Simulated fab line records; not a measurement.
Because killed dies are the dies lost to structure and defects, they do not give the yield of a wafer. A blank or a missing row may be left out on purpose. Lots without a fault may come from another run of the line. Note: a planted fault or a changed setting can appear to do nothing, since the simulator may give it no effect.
fab line records | flow nand-harc
record: lots: 12 wafers: 36 last-day: 24
route steps=1159 shown P_ZERO_WELL@16 P_CONTACT@233
lots that met no fault: taken from a fault-free run of the same line
start-h: hours from the record's opening day to when the first of the lot's shown wafers began | wait-h: how many hours have passed since the lot's step before this one | " the same as in the row above | L1.1+2: a row that stands for several wafers | - either no value or no given start | * or withheld: withheld | < > ~ a bound
route shown NAME@n: NAME is a module with steps in the file, n the number in the route of the first one | usual: mean/standard deviation taken from wafers without a fault | same: alike in all rows | chamber/n: place in a boat | sites: readings site by site | _std_site: the standard deviation of these | _edge_site: inner sites' mean taken away from outer sites' mean | radius-mm: for every site, how far away it sits from the centre of the wafer | mask NAME#n: copy n | behind: the last tool/chamber to shape the wafer | hold: reason for holding the lot/hours on hold/outcome of the hold | device: the n, p or np transistor that did not switch | end of line: tests of these same wafers at the route's end | a step without rows: its recipe alone | killed: count of dies lost to structure and defects at first sort (not the wafer's yield) | map: the dies of a wafer, with x for killed, . for not killed, _ for no die there
set.NAME: setting as actually run; set.NAME@STEP: the setting as run at that earlier step | model.NAME: the simulator's own value behind a step, which no gauge read
the route's steps for a sample of lots (tables are steps, rows are wafers)
services: the hour from which a tool's chamber was out of use, counted from the record's first day as start-h (under 0 if before that day), plus the number of hours and why
== steps ==
step: NHARC_P_ZERO_WELL_DESCUM_13
recipe: time-s: 3 o2-flow-sccm: 200 ar-flow-sccm: 0 bias-power-w: 0 chemistry: O2
usual: drypump-motor-current-A: 5.8/0.45 oes-product-au: 0.998/0.015 rf-vpp-V: 58.0/0.92 showerhead-plenum-p-Torr: 1.97/0.078 throttle-valve-pct: 11.311/0.0093
columns lot.wafer tool chamber start-h wait-h drypump-motor-current-A oes-product-au rf-hours-counter-h rf-vpp-V showerhead-plenum-p-Torr throttle-valve-pct
L448.2 rie-diel-08 3 19.28 - 6.4 0.994 4.5 56.9 2.01 11.309
L448.3 " 0 " " 5.7 0.992 4.0 56.7 2.04 11.305
L448.1 " 1 " " 6.1 1.002 3.6 57.3 1.85 11.313
L449.2 rie-diel-08 3 25.29 - 6.5 0.990 5.2 58.7 2.01 11.323
L449.3 " 0 " " 5.7 0.978 4.7 58.2 2.04 11.297
L449.6 " 2 " " 5.5 1.000 - 56.7 2.01 11.315
L451.4 rie-diel-08 1 37.42 - 6.2 1.006 5.3 57.3 1.85 11.291
L451.1 " 2 " " 5.5 1.011 5.6 57.8 2.01 11.306
L451.6 " 3 " " 6.4 0.991 - 58.6 2.01 11.307
L454.2 rie-diel-11 1 55.40 - 6.0 0.950 3.1 57.0 1.97 11.309
L454.1 " 3 " " 5.8 0.997 2.6 58.3 1.98 11.319
L454.4 " 3 " " 5.8 1.000 - 58.3 1.98 11.302
L456.4 rie-diel-08 0 67.43 - 5.7 1.006 7.7 58.7 2.03 11.320
L456.5 " 0 " " 5.7 0.995 - 59.0 2.03 11.316
L456.6 " 1 " " 6.2 1.005 - 57.2 1.85 11.304
L457.4 rie-diel-07 1 73.40 - 5.6 0.992 1.2 58.8 2.04 11.306
L457.3 " 0 " " 5.2 1.046 1.3 56.0 1.81 11.310
L457.5 " 1 " " 5.6 0.993 - 58.0 2.04 11.337
L459.3 rie-diel-08 1 85.42 - 6.2 1.005 8.5 58.6 1.85 11.311
L459.2 " 2 " " 5.5 1.009 8.8 57.4 2.00 11.320
L459.5 " 1 " " 6.2 0.994 - 55.6 1.85 11.300
L460.1 rie-diel-11 1 91.35 - 6.0 0.971 6.0 57.8 1.97 11.307
L460.6 " 2 " " 5.8 1.002 - 57.4 1.95 11.321
L460.5 " 3 " " 5.8 1.007 - 57.3 1.98 11.306
L464.4 rie-diel-11 3 115.29 - 5.7 1.006 8.6 58.3 1.98 11.300
L464.2 " 0 " " 5.6 1.000 7.8 57.8 1.85 11.309
L464.5 " 1 " " 5.9 0.981 - 59.5 1.97 11.302
L465.4 rie-diel-07 1 121.26 - 5.5 1.002 5.4 58.0 2.04 11.312
L465.5 " 1 " " 5.6 0.993 - 57.2 2.04 11.300
L465.6 " 2 " " 5.0 1.018 - 59.0 2.05 11.312
L467.3 rie-diel-11 2 133.39 - 5.8 0.996 10.4 58.1 1.95 11.309
L467.1 " 3 " " 5.8 0.992 10.1 58.4 1.98 11.317
L467.2 " 0 " " 5.6 0.973 9.1 57.1 1.85 11.284
L470.4 rie-diel-11 1 151.46 - 5.9 0.968 12.0 56.0 1.97 11.315
L470.1 " 3 " " 5.7 1.003 11.7 59.4 1.98 11.302
L470.5 " 0 " " 5.6 0.990 - 58.8 1.85 11.310
step: NHARC_P_ZERO_WELL_PEB_35
recipe: peb-temp-c: 118 peb-time-s: 85
usual: chill-plate-temp-C: 23.01/0.11 heater-power-total-W: 163.98/0.28 plate-temp-C: 118.01/0.13
columns lot.wafer tool chamber start-h wait-h chill-plate-temp-C heater-power-total-W plate-temp-C
L448.1 litho-track-02 0 22.20 0.1 23.09 163.69 118.02
L448.2 " 0 " " 23.16 164.28 118.08
L448.3 " 0 " " 23.24 164.05 118.26
L449.2 litho-track-05 0 27.89 0.1 22.97 163.66 117.96
L449.3 " 0 " " 23.06 164.47 118.04
L449.6 " 0 " " 22.92 164.22 117.87
L451.1 litho-track-02 0 40.14 0.1 22.90 164.38 117.80
L451.4 " 0 " " 22.91 164.40 118.07
L451.6 " 0 " " 22.92 163.62 118.21
L454.1 litho-track-03 0 58.04 0.1 23.18 163.69 117.95
L454.2 " 0 " " 23.23 163.95 117.98
L454.4 " 0 " " 23.07 163.86 117.83
L456.4 litho-track-02 0 70.04 0.0 23.24 164.04 118.17
L456.5 " 0 " " 22.96 164.45 118.07
L456.6 " 0 " " 22.92 163.70 118.09
L457.3 litho-track-02 0 76.50 0.1 22.93 164.29 117.74
L457.4 " 0 " " 22.82 163.95 118.04
L457.5 " 0 " " 23.01 163.65 117.94
L459.2 litho-track-02 0 88.05 0.1 23.02 163.97 117.88
L459.3 " 0 " " 23.03 164.09 117.88
L459.5 " 0 " " 22.75 164.02 117.92
L460.1 litho-track-03 0 93.81 0.1 22.83 163.72 117.89
L460.5 " 0 " " 23.04 163.66 118.04
L460.6 " 0 " " 22.92 163.63 117.91
L464.2 litho-track-03 0 117.89 0.1 23.02 162.68 117.21
L464.4 " 0 " " 23.06 162.26 117.27
L464.5 " 0 " " 23.20 162.83 117.35
L465.4 litho-track-02 0 123.88 0.0 22.89 163.72 118.20
L465.5 " 0 " " 22.98 164.13 118.12
L465.6 " 0 " " 22.86 163.74 118.12
L467.1 litho-track-03 0 136.15 0.1 22.93 162.28 117.20
L467.2 " 0 " " 23.05 162.23 117.15
L467.3 " 0 " " 22.97 162.87 117.17
L470.1 litho-track-02 0 154.14 0.1 22.90 164.30 118.09
L470.4 " 0 " " 23.08 163.68 118.09
L470.5 " 0 " " 23.01 164.45 118.21
step: NHARC_P_ZERO_WELL_DESCUM_39
recipe: time-s: 3 o2-flow-sccm: 200 ar-flow-sccm: 0 bias-power-w: 0 chemistry: O2
usual: drypump-motor-current-A: 5.8/0.4 oes-product-au: 0.997/0.013 rf-vpp-V: 58.1/0.81 showerhead-plenum-p-Torr: 1.96/0.075 throttle-valve-pct: 11.312/0.0092
columns lot.wafer tool chamber start-h wait-h drypump-motor-current-A oes-product-au rf-hours-counter-h rf-vpp-V showerhead-plenum-p-Torr throttle-valve-pct
L448.1 rie-diel-07 2 22.46 - 4.9 1.002 8.4 59.1 2.05 11.308
L448.2 " 3 " " 6.4 0.992 7.8 58.7 2.04 11.320
L448.3 " 0 " " 5.2 1.022 7.3 58.1 1.81 11.322
L449.2 rie-diel-08 1 28.15 - 6.2 1.001 4.4 58.2 1.85 11.307
L449.3 " 3 " " 6.4 0.992 5.2 57.8 2.01 11.302
L449.6 " 0 " " 5.7 0.992 - 58.1 2.04 11.318
L451.1 rie-diel-11 2 40.39 - 5.8 1.000 2.1 57.9 1.95 11.294
L451.4 " 1 " " 6.0 0.956 2.2 58.0 1.97 11.309
L451.6 " 2 " " 5.8 1.004 - 57.0 1.95 11.292
L454.1 rie-diel-11 1 58.30 - 5.9 0.974 3.6 57.2 1.97 11.306
L454.2 " 3 " " 5.7 1.010 3.2 58.8 1.98 11.319
L454.4 " 1 " " 5.9 0.976 - 58.3 1.97 11.309
L456.4 rie-diel-08 1 70.33 - 6.1 1.013 7.5 57.9 1.85 11.320
L456.6 " 2 " " 5.5 1.015 - 57.7 2.00 11.302
L456.5 " 3 " " 6.4 0.996 - 57.6 2.01 11.321
L457.3 rie-diel-11 0 76.76 - 5.6 0.978 4.8 57.0 1.85 11.319
L457.4 " 1 " " 5.9 0.967 5.5 58.3 1.97 11.305
L457.5 " 0 " " 5.6 0.986 - 59.0 1.85 11.292
L459.2 rie-diel-08 1 88.30 - 6.1 0.991 8.6 58.4 1.85 11.314
L459.3 " 2 " " 5.5 1.008 8.8 58.7 2.00 11.303
L459.5 " 2 " " 5.5 1.014 - 58.1 2.00 11.314
L460.1 rie-diel-11 0 94.07 - 5.6 0.984 5.7 58.2 1.85 11.319
L460.6 " 3 " " 5.7 0.994 - 56.6 1.98 11.325
L460.5 " 0 " " 5.6 0.993 - 57.6 1.85 11.318
L464.2 rie-diel-08 3 118.15 - 6.5 0.993 12.0 57.6 2.01 11.316
L464.4 " 3 " " 6.5 0.995 - 59.2 2.01 11.292
L464.5 " 1 " " 6.1 1.001 - 57.1 1.85 11.312
L465.4 rie-diel-07 2 124.16 - 5.0 1.006 4.5 58.8 2.05 11.311
L465.5 " 3 " " 6.4 0.983 - 58.8 2.03 11.325
L465.6 " 0 " " 5.2 1.013 - 58.0 1.81 11.291
L467.2 rie-diel-08 2 136.40 - 5.5 0.995 0 59.7 2.00 11.324
L467.1 " 3 " " 6.4 0.990 0 59.0 2.01 11.310
L467.3 " 1 " " 6.1 0.998 0 56.4 1.85 11.320
L470.1 rie-diel-07 2 154.41 - 5.0 1.028 6.2 57.0 2.05 11.324
L470.4 " 3 " " 6.5 0.990 8.6 55.8 2.03 11.302
L470.5 " 1 " " 5.6 0.997 - 57.4 2.04 11.295
step: NHARC_P_CONTACT_OVL_MEAS_13
usual: overlay-x-nm: 0.1/0.82 overlay-y-nm: -0.1/0.8
columns lot.wafer tool chamber start-h wait-h overlay-x-nm overlay-y-nm
L448.1 overlay-02 - 114.10 - 0.2 -0.6
L448.2 " - " " 1.1 -0.3
L448.3 " - " " 0.9 -0.3
L451.1 overlay-02 - 126.97 - 1.1 0.2
L451.4 " - " " 1.0 0.5
L451.6 " - " " 1.9 -0.1
L449.2 overlay-01 - 127.58 - 1.5 0.5
L449.3 " - " " 0.9 0.4
L449.6 " - " " 0.9 0.3
L454.1 overlay-01 - 154.82 - 0.0 0.9
L454.2 " - " " 0.1 0.8
L454.4 " - " " -0.1 -0.8
L456.4 overlay-01 - 172.27 - -1.7 0.9
L456.5 " - " " -1.5 0.8
L456.6 " - " " -1.2 0.5
L457.3 overlay-02 - 175.37 - -1.8 0.2
L457.4 " - " " -1.7 -0.2
L457.5 " - " " -1.2 -0.8
L460.1 overlay-01 - 184.92 - -0.6 -0.1
L460.5 " - " " -0.3 0.3
L460.6 " - " " -0.4 0.4
L459.2 overlay-02 - 185.50 - 0.8 0.7
L459.3 " - " " 1.1 0.5
L459.5 " - " " 0.8 0.4
L464.2 overlay-01 - 207.97 - 0.6 -0.5
L464.4 " - " " 0.2 -0.1
L464.5 " - " " 0.3 -0.5
L465.4 overlay-01 - 219.23 - -0.1 -0.7
L465.5 " - " " 0.2 -0.5
L465.6 " - " " 0.1 -0.1
L467.1 overlay-01 - 232.49 - -0.9 -0.8
L467.2 " - " " -1.2 -1.2
L467.3 " - " " -0.7 -0.7
L470.1 overlay-02 - 242.64 - 0.6 -0.8
L470.4 " - " " 0.7 -0.2
L470.5 " - " " 1.1 -0.5
== services ==
columns tool chamber start-h hours kind
rie-diel-08 0 5.88 - clean
rie-diel-08 1 5.88 - clean
rie-diel-08 2 5.88 - clean
rie-diel-08 3 5.88 - clean
rie-diel-11 - 12.52 9.0 pm
rie-diel-08 0 30.38 - clean
rie-diel-08 1 30.38 - clean
rie-diel-08 2 30.38 - clean
rie-diel-08 3 30.38 - clean
litho-track-03 - 38.00 7.0 pm
rie-diel-07 - 51.33 9.0 pm
rie-diel-11 0 54.80 4.0 repair
rie-diel-08 0 54.88 - clean
rie-diel-08 1 54.88 - clean
rie-diel-08 2 54.88 - clean
rie-diel-08 3 54.88 - clean
rie-diel-07 2 60.78 8.5 repair
litho-track-05 - 62.00 7.0 pm
rie-diel-08 - 78.83 0.8 repair
rie-diel-08 0 94.04 132.0 repair
rie-diel-07 - 101.47 1.5 repair
rie-diel-08 - 124.88 9.0 pm
rie-diel-08 1 141.25 6.0 repair
rie-diel-07 0 148.06 1.9 repair
== key ==
first-sign: step: NHARC_P_ZERO_WELL_PEB_35 reading: plate-temp-C direction: down sigmas: 6.2 usual: * struck: *
effect: step: NHARC_P_ZERO_WELL_PEB_35 reading: heater-power-total-W direction: down sigmas: 5.2 usual: * struck: *
met-at NHARC_P_ZERO_WELL_PEB_35
struck-lots L464,L467
tester-left-out L464,L467
not-acting-at NHARC_P_ZERO_WELL_DESCUM_13,NHARC_P_ZERO_WELL_DESCUM_39,NHARC_P_CONTACT_OVL_MEAS_13
onset-between 93.81 117.89
fault: kind: process-parameter-drift tool: litho-track-03 chamber: - onset-h: 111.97 steps: NHARC_P_ZERO_WELL_PEB_35 channel: peb-temp-c offset: * shape: step end-h: 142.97 acts-in: * stated: *
tester-left-out: of these lots the tester's yield and bins aren't shown, on N5 and GAA mostly nor the transistor test; their killed dies are dies lost to structure and defects alone, not to doping, threshold or leakage, so they don't give the yield
